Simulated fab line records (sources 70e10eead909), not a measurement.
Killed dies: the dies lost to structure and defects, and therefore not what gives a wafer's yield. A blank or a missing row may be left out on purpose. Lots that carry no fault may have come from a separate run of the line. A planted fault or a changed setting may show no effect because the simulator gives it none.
fab line records	flow nand-harc
[record] lots = 13	wafers = 39	last-day = 24
route steps=1159 shown P_START@1 P_ZERO_WELL@26 P_STI@91 P_GATE@145 END@1159
lots that met no fault: taken from a fault-free run of the same line
start-h: start of the lot's first displayed wafer, in hours after the record's first day	wait-h: hours since the lot's step before	" identical to the entry in the row above	L1.1+2: a row that stands for several wafers	- no value, or no start was given	* or withheld: withheld	< > ~ a bound
route shown NAME@n: a module of which the file shows steps, and the number in the route of the first	usual: mean/standard deviation taken from wafers without a fault	same: alike in all rows	chamber/n: place in a boat	sites: per-site readings	_std_site: their standard deviation	_edge_site: inner sites' mean taken away from outer sites' mean	radius-mm: for every site, how far away it sits from the centre of the wafer	mask NAME#n: copy n	behind: tool/chamber where the wafer was last shaped	hold: the reason the lot was held/the length of the hold in hours/how it ended	device: the n, p or np transistor that did not switch	end of line: tests of these same wafers at the route's end	a step given without rows: its recipe and nothing more	killed: dies that structure and defects cost at the first sort, which is not the same as the wafer's yield	map: the dies of a wafer, with x for killed, . for not killed, _ for no die there
set.NAME: the setting the step ran with; set.NAME@STEP: the setting that earlier step ran with	model.NAME: the simulator's own value behind a step, which no gauge read
the route's steps for a sample of lots (tables are steps, rows are wafers)
services: the hour from which a tool's chamber was out of use, counted from the record's first day as start-h (under 0 if before that day), plus the number of hours and why
[[steps]]
[step NHARC_P_START_INSPECT_01]
[usual] raw-defect-count = 3.5/2
lot.wafer	tool	chamber	start-h	wait-h	raw-defect-count
L853.1	defect-inspect-02	-	12.04	-	5
L853.4	"	-	"	"	1
L853.6	"	-	"	"	4
L854.1	defect-inspect-01	-	18.04	-	2
L854.2	"	-	"	"	3
L854.4	"	-	"	"	3
L855.1	defect-inspect-01	-	24.04	-	4
L855.3	"	-	"	"	1
L855.5	"	-	"	"	7
L856.3	defect-inspect-02	-	30.04	-	3
L856.5	"	-	"	"	2
L856.6	"	-	"	"	3
L857.2	defect-inspect-02	-	36.04	-	4
L857.4	"	-	"	"	3
L857.5	"	-	"	"	2
L858.3	defect-inspect-01	-	42.04	-	5
L858.5	"	-	"	"	7
L858.6	"	-	"	"	2
L859.1	defect-inspect-01	-	48.03	-	4
L859.3	"	-	"	"	3
L859.5	"	-	"	"	3
L860.2	defect-inspect-02	-	54.04	-	7
L860.3	"	-	"	"	7
L860.5	"	-	"	"	5
L861.1	defect-inspect-01	-	60.04	-	5
L861.4	"	-	"	"	5
L861.5	"	-	"	"	5
L862.2	defect-inspect-01	-	66.04	-	2
L862.4	"	-	"	"	2
L862.6	"	-	"	"	6
L863.2	defect-inspect-01	-	72.04	-	5
L863.4	"	-	"	"	3
L863.6	"	-	"	"	6
L869.3	defect-inspect-02	-	108.05	-	4
L869.4	"	-	"	"	1
L869.6	"	-	"	"	9
L876.1	defect-inspect-02	-	150.04	-	6
L876.2	"	-	"	"	4
L876.4	"	-	"	"	1
[step NHARC_P_ZERO_WELL_EXPOSE_21]
[recipe] na = 0.6	target-cd-nm = 720	dose-mj = 22.31	mask-id = P_NWELL
lot.wafer	tool	chamber	start-h	wait-h	mask
L853.1+4+6	krf-scanner-03	0	14.44	-	P_NWELL#0
L854.1+2+4	krf-scanner-01	0	20.43	-	P_NWELL#0
L855.1+3+5	krf-scanner-04	0	26.31	-	P_NWELL#0
L856.3+5+6	krf-scanner-01	0	32.44	-	P_NWELL#0
L857.2+4+5	krf-scanner-04	0	38.51	-	P_NWELL#0
L858.3+5+6	krf-scanner-01	0	44.32	-	P_NWELL#0
L859.1+3+5	krf-scanner-01	0	50.31	-	P_NWELL#0
L860.2+3+5	krf-scanner-03	0	56.31	-	P_NWELL#0
L861.1+4+5	krf-scanner-03	0	62.18	-	P_NWELL#0
L862.2+4+6	krf-scanner-04	0	68.64	-	P_NWELL#0
L863.2+4+6	krf-scanner-03	0	74.32	-	P_NWELL#0
L869.3+4+6	krf-scanner-01	0	110.45	-	P_HVPW#0
L876.1+2+4	krf-scanner-03	0	152.43	-	P_NWELL#0
[step NHARC_P_ZERO_WELL_CD_MEAS_24]
[recipe] target-cd-nm = 720	landing-energy-ev = 500
[usual] cd-nm = 720.3/2
lot.wafer	tool	chamber	start-h	wait-h	cd-nm
L853.1	cd-sem-02	0	14.59	-	718.8
L853.4	"	0	"	"	720.1
L853.6	"	0	"	"	720.1
L854.1	cd-sem-01	0	20.59	-	720.9
L854.2	"	0	"	"	722.2
L854.4	"	0	"	"	718.9
L855.1	cd-sem-01	0	26.46	-	722.5
L855.3	"	0	"	"	723.5
L855.5	"	0	"	"	717.5
L856.3	cd-sem-03	0	32.59	-	718.1
L856.5	"	0	"	"	718.3
L856.6	"	0	"	"	721.3
L857.2	cd-sem-01	0	38.66	-	720.4
L857.4	"	0	"	"	721.7
L857.5	"	0	"	"	719.9
L858.3	cd-sem-03	0	44.47	-	721.5
L858.5	"	0	"	"	717.0
L858.6	"	0	"	"	720.5
L859.1	cd-sem-01	0	50.47	-	722.1
L859.3	"	0	"	"	723.4
L859.5	"	0	"	"	719.0
L860.2	cd-sem-03	0	56.47	-	717.8
L860.3	"	0	"	"	720.8
L860.5	"	0	"	"	721.1
L861.1	cd-sem-01	0	62.34	-	720.4
L861.4	"	0	"	"	721.0
L861.5	"	0	"	"	717.0
L862.2	cd-sem-01	0	68.79	-	721.3
L862.4	"	0	"	"	720.5
L862.6	"	0	"	"	721.7
L863.2	cd-sem-03	0	74.47	-	720.1
L863.4	"	0	"	"	719.6
L863.6	"	0	"	"	719.5
L869.3	cd-sem-01	0	110.60	-	-
L869.4	"	0	"	"	-
L869.6	"	0	"	"	-
L876.1	cd-sem-01	0	152.60	-	720.7
L876.2	"	0	"	"	723.6
L876.4	"	0	"	"	724.4
[step NHARC_P_STI_CD_MEAS_16]
[usual] cd-nm = 200.3/2.4
lot.wafer	tool	chamber	start-h	wait-h	cd-nm
L853.1	cd-sem-03	-	36.49	-	202.2
L853.4	"	-	"	"	201.6
L853.6	"	-	"	"	201.7
L854.1	cd-sem-01	-	46.08	-	201.8
L854.2	"	-	"	"	200.3
L854.4	"	-	"	"	199.8
L855.1	cd-sem-03	-	46.15	-	200.1
L855.3	"	-	"	"	202.3
L855.5	"	-	"	"	197.9
L857.2	cd-sem-01	-	56.49	-	202.2
L857.4	"	-	"	"	201.1
L857.5	"	-	"	"	203.3
L856.3	cd-sem-03	-	56.65	-	202.4
L856.5	"	-	"	"	203.5
L856.6	"	-	"	"	202.3
L858.3	cd-sem-01	-	66.69	-	200.7
L858.5	"	-	"	"	201.6
L858.6	"	-	"	"	200.7
L859.1	cd-sem-03	-	74.84	-	204.9
L859.3	"	-	"	"	196.7
L859.5	"	-	"	"	203.6
L860.2	cd-sem-01	-	74.97	-	198.6
L860.3	"	-	"	"	202.9
L860.5	"	-	"	"	201.0
L861.1	cd-sem-01	-	87.36	-	203.3
L861.4	"	-	"	"	201.3
L861.5	"	-	"	"	197.0
L862.2	cd-sem-01	-	95.52	-	198.7
L862.4	"	-	"	"	200.3
L862.6	"	-	"	"	200.7
L863.2	cd-sem-02	-	95.56	-	204.0
L863.4	"	-	"	"	204.9
L863.6	"	-	"	"	201.9
L876.1	cd-sem-03	-	175.12	-	202.5
L876.2	"	-	"	"	202.4
L876.4	"	-	"	"	198.1
[step NHARC_P_GATE_ETCH_104]
[recipe] target-depth-a = 600	time-s = withheld	cf4-flow-sccm = 100	chf3-flow-sccm = 30	ar-flow-sccm = 0	rf-w = 500	bias-w = 200	chemistry = CF4/CHF3
[usual] drypump-motor-current-A = 5.7/0.44	oes-product-au = 0.941/0.021	rf-fwd-power-W = 492.1/2.9	rf-vpp-V = 370.6/2.6	showerhead-plenum-p-Torr = 1.57/0.076	throttle-valve-pct = 16.803/0.009
lot.wafer	tool	chamber	start-h	wait-h	drypump-motor-current-A	oes-product-au	rf-fwd-power-W	rf-vpp-V	showerhead-plenum-p-Torr	throttle-valve-pct
L853.4	rie-diel-06	2	93.32	0.1	5.3	0.931	489.5	374.3	1.69	16.809
L853.1	"	1	"	"	5.4	0.932	491.5	370.9	1.59	16.778
L853.6	"	3	"	"	6.4	0.915	496.9	368.4	1.57	16.785
L854.2	rie-diel-06	0	101.61	0.1	5.5	0.972	491.4	366.4	1.47	16.795
L854.4	"	2	"	"	5.3	0.959	491.7	375.7	1.69	16.801
L854.1	"	3	"	"	6.4	0.976	495.0	370.4	1.57	16.794
L855.1	rie-diel-09	3	101.82	0.1	5.7	0.928	493.1	366.9	1.50	16.801
L855.3	"	1	"	"	4.7	0.920	494.4	372.6	1.65	16.795
L855.5	"	0	"	"	5.5	0.923	489.3	370.7	1.56	16.798
L858.3	rie-diel-06	1	113.52	0.1	5.4	0.962	491.8	371.8	1.59	16.808
L858.5	"	2	"	"	5.3	0.961	491.9	374.1	1.68	16.799
L858.6	"	1	"	"	5.4	0.967	493.7	371.3	1.59	16.810
L857.2	rie-diel-06	1	114.14	0.1	5.4	0.952	492.9	370.0	1.59	16.800
L857.4	"	2	"	"	5.3	0.956	487.8	373.7	1.68	16.797
L857.5	"	3	"	"	6.4	0.946	493.7	369.4	1.57	16.810
L856.3	rie-diel-06	1	114.79	0.1	5.4	0.960	493.5	370.4	1.59	16.784
L856.5	"	1	"	"	5.4	0.971	495.0	370.5	1.59	16.784
L856.6	"	2	"	"	5.3	0.969	486.0	372.8	1.68	16.808
L859.1	rie-diel-06	2	126.38	0.1	5.3	0.956	488.5	373.3	1.68	16.805
L859.3	"	3	"	"	6.4	0.958	494.7	370.9	1.57	16.808
L859.5	"	2	"	"	5.3	0.964	490.1	373.1	1.68	16.800
L860.2	rie-diel-11	1	127.05	0.1	5.9	0.969	494.5	367.5	1.51	16.797
L860.3	"	2	"	"	5.9	0.945	489.0	365.6	1.47	16.801
L860.5	"	2	"	"	5.9	0.956	488.9	366.7	1.47	16.804
L863.4	rie-diel-11	2	140.88	0.1	5.9	0.934	495.1	367.8	1.46	16.797
L863.2	"	3	"	"	5.5	0.919	496.5	371.8	1.63	16.804
L863.6	"	2	"	"	5.9	0.932	492.0	365.3	1.46	16.795
L862.2	rie-diel-06	0	141.00	0.1	5.5	0.920	489.4	368.2	1.47	16.802
L862.4	"	3	"	"	6.4	0.927	497.4	370.2	1.57	16.797
L862.6	"	1	"	"	5.4	0.920	491.8	372.3	1.59	16.801
L861.1	rie-diel-11	3	141.27	0.1	5.5	0.929	494.9	372.2	1.63	16.794
L861.4	"	1	"	"	5.9	0.953	491.1	368.2	1.51	16.805
L861.5	"	0	"	"	6.5	0.932	494.0	366.9	1.47	16.801
L876.4	rie-diel-06	2	227.60	0.1	5.3	0.992	487.2	373.0	1.68	16.810
L876.2	"	3	"	"	6.4	0.958	494.1	371.2	1.56	16.790
L876.1	"	0	"	"	5.5	0.956	487.7	365.7	1.46	16.803
[step NHARC_END_SORT_01]
[recipe] temp-c = 25
[usual] killed-at-array = 29/11	killed-at-other = 0.7/1.1	killed-at-periphery = 2.9/2.2	killed-dies = 33/11	killed-open = 3.1/1.8	killed-short = 1.9/1.4
[same] gross-dies = 677
lot.wafer	tool	chamber	start-h	wait-h	killed-at-array	killed-at-other	killed-at-periphery	killed-dies	killed-open	killed-short
L869.3	prober-01	0	535.74	3.1	43	1	633	677	4	0
L869.4	prober-01	0	536.53	3.4	46	0	631	677	1	1
L869.6	prober-01	0	538.12	4.0	51	0	626	677	4	2
// killed by level:class
L869.3 P_ZERO_WELL:area-expose=631 A_CHANNEL_HOLE_D1:chamber-film-flake=18 A_SLIT:chamber-film-flake=16 A_CONTACT:chamber-film-flake=4 A_STAIRCASE:chamber-film-flake=2 P_M0:geometric-particle:open=1 A_ONON_D1:geometric-particle:open=1 A_WL_FILL:geometric-particle:open=1
L869.4 P_ZERO_WELL:area-expose=631 A_CHANNEL_HOLE_D1:chamber-film-flake=17 A_SLIT:chamber-film-flake=16 A_STAIRCASE:chamber-film-flake=5 A_CONTACT:chamber-film-flake=4 A_ZERO_WELL:chamber-film-flake=2 A_ONON_D1:geometric-particle:short=1 A_CONTACT:geometric-particle:open=1
L869.6 P_ZERO_WELL:area-expose=623 A_SLIT:chamber-film-flake=18 A_CHANNEL_HOLE_D1:chamber-film-flake=18 A_STAIRCASE:chamber-film-flake=5 A_ZERO_WELL:chamber-film-flake=3 A_CONTACT:geometric-particle:open=2 A_CONTACT:chamber-film-flake=2 P_GATE:geometric-particle:open=1
[[services]]
tool	chamber	start-h	hours	kind
rie-diel-09	1	-8.59	6.1	repair
krf-scanner-03	-	-4.00	4.0	pm
rie-diel-11	-	12.57	9.0	pm
krf-scanner-03	-	19.74	0.1	repair
krf-scanner-03	-	29.61	2.2	repair
rie-diel-11	0	48.97	13.1	repair
rie-diel-06	-	64.20	9.0	pm
krf-scanner-01	-	67.03	20.0	repair
krf-scanner-04	-	71.78	6.3	repair
krf-scanner-01	-	87.06	4.0	pm
krf-scanner-01	-	103.81	1.0	repair
rie-diel-06	0	105.37	14.6	repair
krf-scanner-04	-	108.34	18.4	repair
krf-scanner-01	-	127.72	4.4	repair
krf-scanner-01	-	134.09	2.3	repair
krf-scanner-03	-	168.00	4.0	pm
rie-diel-11	3	170.06	4.1	repair
rie-diel-11	2	178.22	28.1	repair
krf-scanner-03	-	179.02	0.2	repair
rie-diel-11	-	189.57	9.0	pm
krf-scanner-01	-	212.28	0.2	repair
rie-diel-11	2	215.98	7.2	repair
rie-diel-06	-	221.35	1.5	repair
rie-diel-11	3	222.43	15.8	repair
[[key]]
[first-sign] step = NHARC_P_ZERO_WELL_EXPOSE_21	reading = mask	direction = changed
[effect] step = NHARC_P_ZERO_WELL_CD_MEAS_24	reading = cd-nm	direction = missing
[effect] step = NHARC_END_SORT_01	reading = killed-at-periphery	direction = up	sigmas = 99+	usual = 2.9	struck = 630
[more-kills-born-at] NHARC_P_ZERO_WELL_EXPOSE_21@krf-scanner-01 = 1885
met-at NHARC_P_ZERO_WELL_EXPOSE_21
struck-lots L869
later-rows-left-out L869.3,L869.4,L869.6
tester-left-out L869
not-acting-at NHARC_P_START_INSPECT_01,NHARC_P_STI_CD_MEAS_16,NHARC_P_GATE_ETCH_104
onset-between 50.31 110.45
[fault] kind = wrong-mask	tool = any	chamber = -	onset-h = 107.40	steps = NHARC_P_ZERO_WELL_EXPOSE_21	aux-copy = P_HVPW#0	scope = struck-lots-only
// tester-left-out: of these lots the tester's yield and bins aren't shown, on N5 and GAA mostly nor the transistor test; their killed dies are dies lost to structure and defects alone, not to doping, threshold or leakage, so they don't give the yield
// later-rows-left-out: the simulator's readings of these wafers behind a module that went badly wrong aren't trusted and aren't shown, but for the sort
